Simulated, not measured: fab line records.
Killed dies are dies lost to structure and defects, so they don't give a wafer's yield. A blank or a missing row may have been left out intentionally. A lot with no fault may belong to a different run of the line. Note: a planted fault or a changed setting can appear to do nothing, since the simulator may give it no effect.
8D (eight disciplines) problem report, filled in by code    flow n5 finfet    the parts of the form that need people (team, actions taken, sign-off) are left out

1. THE ISSUE
Mean V3_OVL at N5_BEOL_M4_OVL_MEAS_29: 4.6 nm over 6 wafers in 2 lots; fault-free wafers: -0.2 nm, standard deviation 0.75. Relative to the usual mean, that is a shift of +6.4 standard deviations.
Seen first at day 12 15:24 on overlay-02, wafer L665.1. The record has a number at this step for 27 wafers belonging to 9 lots. Rule for "out" (also "out of limits"): further than 4 standard deviations from the usual mean. The other wafers with a number count as sound.

2. WHAT THIS IS AND IS NOT
question                     is                      is not
which readings at this step  V3_OVL                  -
which lots                   L665, L666              L646, L647, L649, L650, L655, L656, L668
which wafers of those lots   all that have a number  -
read on which gauges         overlay-01, overlay-02  -
when                         from day 12 15:24       up to then (18 sound wafers); but 3 sound wafers of L668 came after

3. SUSPECTS, AND WHAT RULES EACH OUT
Counting: a tool at any process step up to the reading remains a suspect when it ran all the lots that are out and ran no sound lot after the first of those.
- ruled out: the gauge at N5_BEOL_M4_OVL_MEAS_29. The wafers that are out were read on 2 gauges (overlay-01, overlay-02).
- rie diel-01 at N5_BEOL_M4_STRIP_66 (strips in CF4): kept. Every lot that is out went through it, starting with L665 (day 12 14:49), and after that it ran no sound lot; the last sound lot it ran before then is L650 (day 8 15:52).
- euv scanner-02 at N5_BEOL_M4_EXPOSE_25 (exposes mask V3, defocus 5 nm): kept. Every lot that is out went through it, starting with L665 (day 12 15:13), and after that it ran no sound lot; the last sound lot it ran before then is L655 (day 10 00:23).
Left after counting: rie diel-01 at N5_BEOL_M4_STRIP_66, euv scanner-02 at N5_BEOL_M4_EXPOSE_25.

4. THE CAUSE (what the simulator had put in)
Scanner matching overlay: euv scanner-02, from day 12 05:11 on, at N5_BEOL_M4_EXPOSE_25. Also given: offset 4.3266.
Counting leaves 2 suspects; this tool is one of them.

5. SEQUENCE OF EFFECTS, ordered by route
Each row: a reading where the mean over the struck wafers with a number is more than 3 standard deviations away from the usual. Readings are gone through only where the record gives a usual standard deviation; hours: the median, over the lots, of the time from a lot's start at the first step in this table giving one to that lot's start at this step; sigmas: the change measured in usual standard deviations.
hours  step                    reading  usual    on struck wafers  change  sigmas
0      N5_BEOL_M4_OVL_MEAS_29  V3_OVL   -0.2 nm  4.6               +4.8    +6.4
At these later measuring or inspecting steps, every struck wafer for which the step has a row has a number for every such reading, and none has moved that far: N5_BEOL_M4_RC_MEAS_101.

6. WHAT WOULD HAVE CAUGHT IT SOONER
The first out-of-limits reading at a measuring or inspecting step in this record came at day 12 15:24, 10 hours after the fault's start at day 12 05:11.
An alarm limit of 4 standard deviations would not have fired on the tool readings at N5_BEOL_M4_EXPOSE_25 for which the record gives a usual standard deviation, since none of them was out on any struck wafer.
Of the lots that are out (2), L666 began N5_BEOL_M4_EXPOSE_25 on euv scanner-02 after day 12 15:24. A hold on the tool at that time would have spared it.
